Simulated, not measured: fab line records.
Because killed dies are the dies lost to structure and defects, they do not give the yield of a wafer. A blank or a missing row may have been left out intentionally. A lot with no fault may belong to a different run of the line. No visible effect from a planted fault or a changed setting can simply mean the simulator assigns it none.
What tool caused it? -- flow n5-finfet -- Sampling: 10 lots, 29 wafers, 4 of 1938 route steps

WHAT EACH GAUGE READ, for each wafer
N5_BEOL_M5_CD_MEAS_11: the cd target is 27.74 nm.
lot,measured,on,cd-nm (nm)
L192,day 10 07:38,cd-sem-03,28.6 28.0 27.7
L193,day 10 11:04,cd-sem-01,27.8 28.0
L194,day 10 16:44,cd-sem-01,27.6 27.8 27.8
L196,day 11 00:50,cd-sem-02,28.4 27.7 28.3
L199,day 11 14:31,cd-sem-02,28.2 27.8 27.5
L198,day 11 20:59,cd-sem-03,27.9 28.0 28.4
L197,day 12 01:47,cd-sem-03,27.8 28.2 28.3
L202,day 12 15:45,cd-sem-03,28.2 28.0 28.2
L211,day 14 22:59,cd-sem-03,26.5 26.8 28.0
L213,day 15 06:07,cd-sem-03,27.9 28.0 27.1

EACH LOT AND THE TOOL THAT RAN IT (in order: tool; ch and the chambers of the sampled wafers; start)
lot,N5_BEOL_M4_SPUTTER_88,N5_BEOL_M4_SPUTTER_90,N5_BEOL_M5_EXPOSE_08
L192,"pvd-sputter-03, day 9 23:39","pvd-sputter-03, day 9 23:52","euv-scanner-02 ch 0, day 10 07:31"
L193,"pvd-sputter-03, day 10 05:56","pvd-sputter-03, day 10 06:09","euv-scanner-01 ch 0, day 10 10:57"
L194,"pvd-sputter-03, day 10 09:20","pvd-sputter-03, day 10 09:33","euv-scanner-02 ch 0, day 10 16:37"
L196,"pvd-sputter-03, day 10 18:37","pvd-sputter-03, day 10 18:50","euv-scanner-02 ch 0, day 11 00:43"
L199,"pvd-sputter-01, day 11 08:31","pvd-sputter-01, day 11 08:44","euv-scanner-02 ch 0, day 11 14:24"
L198,"pvd-sputter-02, day 11 14:38","pvd-sputter-02, day 11 14:52","euv-scanner-01 ch 0, day 11 20:52"
L197,"pvd-sputter-01, day 11 19:38","pvd-sputter-01, day 11 19:51","euv-scanner-01 ch 0, day 12 01:39"
L202,"pvd-sputter-02, day 12 09:43","pvd-sputter-02, day 12 09:56","euv-scanner-01 ch 0, day 12 15:38"
L211,"pvd-sputter-02, day 14 17:18","pvd-sputter-02, day 14 17:31","euv-scanner-02 ch 0, day 14 22:52"
L213,"pvd-sputter-03, day 15 01:12","pvd-sputter-03, day 15 01:25","euv-scanner-01 ch 0, day 15 05:59"
- N5_BEOL_M4_SPUTTER_88: material Cu, target thk 4.5 nm, time 8.29 s.
- N5_BEOL_M4_SPUTTER_90: material Cu, target thk 4.5 nm, time 8.29 s.
- N5_BEOL_M5_EXPOSE_08: exposes mask M5, target cd 28 nm.

THE ANSWER, worked out from the rows above alone
Rule: what is usual is taken from the lots themselves. The widest of any qualifying gaps counts: lots, ordered by their means at a reading, are off when they make up no more than a third of the lots, leave a main group of 4 or more, and stand apart from it by 3 or more times the standard deviation of that group's means. A main group whose means are all the same, to the digits that the tables above print for the reading, isn't used. Also off: a lot with no number at a reading for which 4 or more lots have one. All remaining lots with rows at the step are treated as sound.
Off, at N5_BEOL_M5_CD_MEAS_11 on cd-nm: L211. Mean 28.0 nm and standard deviation 0.17 in the main group.
If a tool, at a process step before that reading, ran all the lots that are off and no sound lot after the first of them, it fits. Gauges at N5_BEOL_M5_CD_MEAS_11: tried the same way as those tools. Undecided on this evidence; 2 tools fit (pvd-sputter-02 at N5_BEOL_M4_SPUTTER_88 and N5_BEOL_M4_SPUTTER_90, euv-scanner-02 at N5_BEOL_M5_EXPOSE_08).

WHAT THE SIMULATOR HAD INSERTED
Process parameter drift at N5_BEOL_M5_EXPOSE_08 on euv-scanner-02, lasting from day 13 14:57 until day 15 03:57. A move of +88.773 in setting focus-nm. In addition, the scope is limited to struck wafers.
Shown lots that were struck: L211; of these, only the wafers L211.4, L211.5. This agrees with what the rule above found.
